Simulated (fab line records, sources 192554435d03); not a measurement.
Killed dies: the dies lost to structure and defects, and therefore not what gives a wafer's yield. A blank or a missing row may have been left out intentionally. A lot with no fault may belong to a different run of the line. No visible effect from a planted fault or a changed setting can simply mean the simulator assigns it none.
Matching of chambers	flow n5 finfet	4 sister chambers for N5_STI_FIN_REVEAL_STRIP_24 on rie diel-01
The step strips in N2/H2, time 90 s. 4 wafers are shown with their chamber, then 7 later ones without.

WAFERS PAIRED WITH THEIR CHAMBERS
wafer	chamber	drypump motor current A (A)
L093.2	0	5.8
L093.3	3	6.3
L094.2	2	5.4
L094.4	1	5.1

WAFERS WHOSE CHAMBER IS MISSING
wafer	drypump motor current A (A)
L094.5	5.7
L096.2	6.3
L096.4	5.3
L096.6	5.4
L097.1	5.1
L097.2	6.3
L097.5	5.1

THE CHAMBER EACH PASSED THROUGH
wafer	from the rows above	in truth
L094.5	0	0
L096.2	3	3
L096.4	can't be placed: 2 or 1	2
L096.6	2	2
L097.1	1	1
L097.2	3	3
L097.5	1	1
Placed correctly: 6 of 7. Cannot be placed on the basis of these rows: 1; the candidates contain the true chamber in 1. 0 placed wrongly.
How it was worked out, from the rows above alone: a wafer's distance from a chamber is the root of the sum, over the readings, of the square of ((its reading less the chamber's mean) divided by the reading's scatter). The wafer belongs to the nearest chamber; if the next one is less than 2 further off, it can't be placed. A chamber's mean is the mean of its shown wafers. The scatter: root of mean squared gap, hidden wafer to nearest shown wafer, with one shown wafer a chamber.
